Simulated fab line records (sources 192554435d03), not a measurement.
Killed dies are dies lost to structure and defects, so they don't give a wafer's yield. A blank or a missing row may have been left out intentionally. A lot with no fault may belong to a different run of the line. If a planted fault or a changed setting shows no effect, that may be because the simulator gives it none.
One fault seen from 2 desks || flow n5 finfet || each desk holds nothing but its own numbers, with what lay behind them at the end

## THE TOOL OWNER'S DESK: pecvd-01
The tool's own readings at N5_BEOL_M10_ILD_DEP_00 (deposits SiCOH lowk from DEMS/porogen, target thk 308.51 nm, time 58 s): means of the sampled wafers that have a number, for each lot that ran on this tool. The brackets show how far a lot's mean lies from the usual mean; more than 4 standard deviations puts the lot out of limits, marked OUT.
Columns: A = heater power w at N5_BEOL_M10_ILD_DEP_00, usual 304 W; B = rf fwd power W at N5_BEOL_M10_ILD_DEP_00, usual 496.8 W; C = run length s at N5_BEOL_M10_ILD_DEP_00, usual 101.1 s; D = showerhead plenum p Torr at N5_BEOL_M10_ILD_DEP_00, usual 5.733 Torr; E = susceptor temp C at N5_BEOL_M10_ILD_DEP_00, usual 300.01 C; F = throttle valve pct at N5_BEOL_M10_ILD_DEP_00, usual 13.7 %
{"lot": "L770", "first seen here": "day 9 21:43", "A": 337, "B": 497.3, "C": 101.4, "D": 5.733, "E": 299.95, "F": 13.8}
{"lot": "L769", "first seen here": "day 9 22:10", "A": 303, "B": 497.8, "C": 101.4, "D": 5.739, "E": 300.11, "F": 13.6}
{"lot": "L773", "first seen here": "day 10 18:41", "A": 319, "B": 496.3, "C": 101.4, "D": 5.736, "E": 300.02, "F": 13.9}
{"lot": "L775", "first seen here": "day 11 12:10", "A": 322, "B": 495.9, "C": 101.0, "D": 5.738, "E": 299.69, "F": 13.9}
{"lot": "L782", "first seen here": "day 13 12:29", "A": 301, "B": 495.7, "C": 100.9, "D": 5.741, "E": 300.06, "F": 13.8}
{"lot": "L784", "first seen here": "day 14 08:18", "A": 306, "B": 497.9, "C": "92.8 (-15) OUT", "D": 5.732, "E": 299.87, "F": 14.1}
{"lot": "L788", "first seen here": "day 14 14:35", "A": 316, "B": 499.2, "C": "93.2 (-14) OUT", "D": 5.718, "E": 299.91, "F": 14.1}
{"lot": "L789", "first seen here": "day 15 22:32", "A": 328, "B": 497.8, "C": "93.3 (-14) OUT", "D": 5.737, "E": 300.18, "F": 13.8}
This desk finds L784, L788, L789 out of limits, L784 being first, at day 14 08:18 (run length s at N5_BEOL_M10_ILD_DEP_00). In limits: L770, L769, L773, L775, L782.

## THE METROLOGY DESK
Means of the sampled wafers that have a number, per lot and without regard to the tool the lot ran on: this is what the gauges read. The brackets show how far a lot's mean lies from the usual mean; more than 4 standard deviations puts the lot out of limits, marked OUT.
Columns: A = M9_RS at N5_BEOL_M9_RS_MEAS_57, usual 0.152 ohm/sq; B = M10_ILD_THK at N5_BEOL_M10_THK_MEAS_01, usual 268 nm
{"lot": "L770", "first seen here": "day 9 21:40", "A": 0.155, "B": 266}
{"lot": "L769", "first seen here": "day 9 22:07", "A": 0.151, "B": 265}
{"lot": "L773", "first seen here": "day 10 18:37", "A": 0.148, "B": 265}
{"lot": "L775", "first seen here": "day 11 12:07", "A": 0.152, "B": 271}
{"lot": "L777", "first seen here": "day 11 23:22", "A": 0.153, "B": 268}
{"lot": "L776", "first seen here": "day 11 23:29", "A": 0.150, "B": 268}
{"lot": "L782", "first seen here": "day 13 12:25", "A": 0.151, "B": 270}
{"lot": "L784", "first seen here": "day 14 08:14", "A": 0.151, "B": "231 (-11) OUT"}
{"lot": "L788", "first seen here": "day 14 14:32", "A": 0.149, "B": "229 (-11) OUT"}
{"lot": "L789", "first seen here": "day 15 22:28", "A": 0.150, "B": "228 (-11) OUT"}
{"lot": "L792", "first seen here": "day 16 04:20", "A": 0.153, "B": 266}
Per this desk, out of limits: L784, L788, L789; the first was L784, day 14 09:22 (M10_ILD_THK at N5_BEOL_M10_THK_MEAS_01). In limits: L770, L769, L773, L775, L777, L776, L782, L792.

## TAKEN TOGETHER
At day 14 08:18, on L784, L788, L789, the tool owner's desk was in a position to raise an alarm.
Metrology desk: alarm possible at day 14 09:22 on L784, L788, L789.
All the named lots went through N5_BEOL_M10_ILD_DEP_00 on pecvd-01.

## WHAT THE SIMULATOR HAD PUT IN
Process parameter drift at N5_BEOL_M10_ILD_DEP_00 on pecvd-01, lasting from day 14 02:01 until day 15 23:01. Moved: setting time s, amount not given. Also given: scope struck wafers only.
Shown lots that were struck: L784, L788, L789.
Hours from the fault's start to each desk's first reading out of limits: the tool owner's desk, 6; the metrology desk, 7.
